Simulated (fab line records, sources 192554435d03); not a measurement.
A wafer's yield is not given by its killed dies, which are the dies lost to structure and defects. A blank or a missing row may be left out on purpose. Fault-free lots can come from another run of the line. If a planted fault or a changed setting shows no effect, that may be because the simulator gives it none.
One fault seen from 2 desks    flow n5-finfet    each desk has only its own numbers; what lay behind them comes last

## AT THE TOOL OWNER'S DESK: rie-diel-02
The tool's own readings at N5_DUMMY_GATE_ETCH_42 (etches SiO2 in CHF3/O2, target depth 3.5 nm, time 31 s): means of the sampled wafers that have a number, for each lot that ran on this tool. Any lot whose mean is over 4 standard deviations away from the usual mean is out of limits and marked OUT; that distance is given in the brackets.
Columns: A = drypump-motor-current-A at N5_DUMMY_GATE_ETCH_42, usual 5.7 A; B = oes_ar_750_au at N5_DUMMY_GATE_ETCH_42, usual 0.77 a.u.; C = oes_f_703_au at N5_DUMMY_GATE_ETCH_42, usual 0.77 a.u.; D = oes-product-au at N5_DUMMY_GATE_ETCH_42, usual 0.77 a.u.; E = rf-vpp-V at N5_DUMMY_GATE_ETCH_42, usual 42.2 V; F = showerhead-plenum-p-Torr at N5_DUMMY_GATE_ETCH_42, usual 2.41 Torr; G = throttle-valve-pct at N5_DUMMY_GATE_ETCH_42, usual 18.86 %
lot   first seen here  A    B     C     D                E     F     G
L653  day 5 08:29      6.1  0.73  0.73  0.73             42.0  2.43  18.76
L656  day 5 23:01      6.0  0.73  0.73  0.86             42.3  2.49  18.80
L658  day 6 11:08      5.8  0.75  0.75  0.92             41.2  2.41  18.75
L659  day 6 17:22      5.1  0.91  0.91  1.27 (+6.1) OUT  42.6  2.46  18.81
This desk finds L659 out of limits, L659 being first, at day 6 17:22 (oes-product-au at N5_DUMMY_GATE_ETCH_42). Within limits: L653, L656, L658.

## FROM THE METROLOGY DESK
What the gauges read, lot by lot, whatever tool the lot ran on: means of the sampled wafers that have a number. Any lot whose mean is over 4 standard deviations away from the usual mean is out of limits and marked OUT; that distance is given in the brackets. It has 12 readings; the 7 that lie furthest out on some lot are the ones shown.
Columns: A = cd-nm at N5_DUMMY_GATE_CD_MEAS_24, usual 15.0 nm; B = DIBL_N at N5_BEOL_M4_RC_MEAS_101, usual 36.3 mV/V; C = IOFF_N at N5_BEOL_M4_RC_MEAS_101, usual 0.164 nA/um; D = IOFF_P at N5_BEOL_M4_RC_MEAS_101, usual 0.214 nA/um; E = SS_N at N5_BEOL_M4_RC_MEAS_101, usual 71.6 mV/dec; F = SS_P at N5_BEOL_M4_RC_MEAS_101, usual 73.3 mV/dec; G = VT_N at N5_BEOL_M4_RC_MEAS_101, usual 249.4 mV
lot   first seen here  A     B     C      D      E     F     G
L644  day 2 20:55      14.8  35.3  0.148  0.190  71.6  72.9  251.1
L653  day 5 07:56      14.8  37.0  0.172  0.245  71.9  73.6  248.1
L656  day 5 22:28      14.8  38.0  0.173  0.215  71.9  74.0  248.6
L658  day 6 10:36      14.6  37.4  0.178  0.239  71.8  74.0  250.3
L659  day 6 16:43      15.4  35.5  0.142  0.209  70.8  72.8  252.0
L662  day 7 13:29      15.4  34.4  0.148  0.193  71.2  72.3  250.0
L665  day 8 06:17      15.4  36.3  0.169  0.224  71.5  72.9  247.2
This desk's finding: nothing out of limits on any of the 7 lots.

## ALL TOGETHER
The tool owner's desk could have raised an alarm at day 6 17:22, on L659.
At the metrology desk, nothing out of limits was observed.
The metrology desk has L659 on record, within its limits.
On rie-diel-02, each named lot ran N5_DUMMY_GATE_ETCH_42.

## WHAT WAS PUT IN BY THE SIMULATOR
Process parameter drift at N5_DUMMY_GATE_ETCH_42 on rie-diel-02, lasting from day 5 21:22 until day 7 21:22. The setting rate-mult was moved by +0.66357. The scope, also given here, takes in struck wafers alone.
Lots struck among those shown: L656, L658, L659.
Time in hours from fault onset to the first out-of-limits reading at each desk: the tool owner's desk, 20.
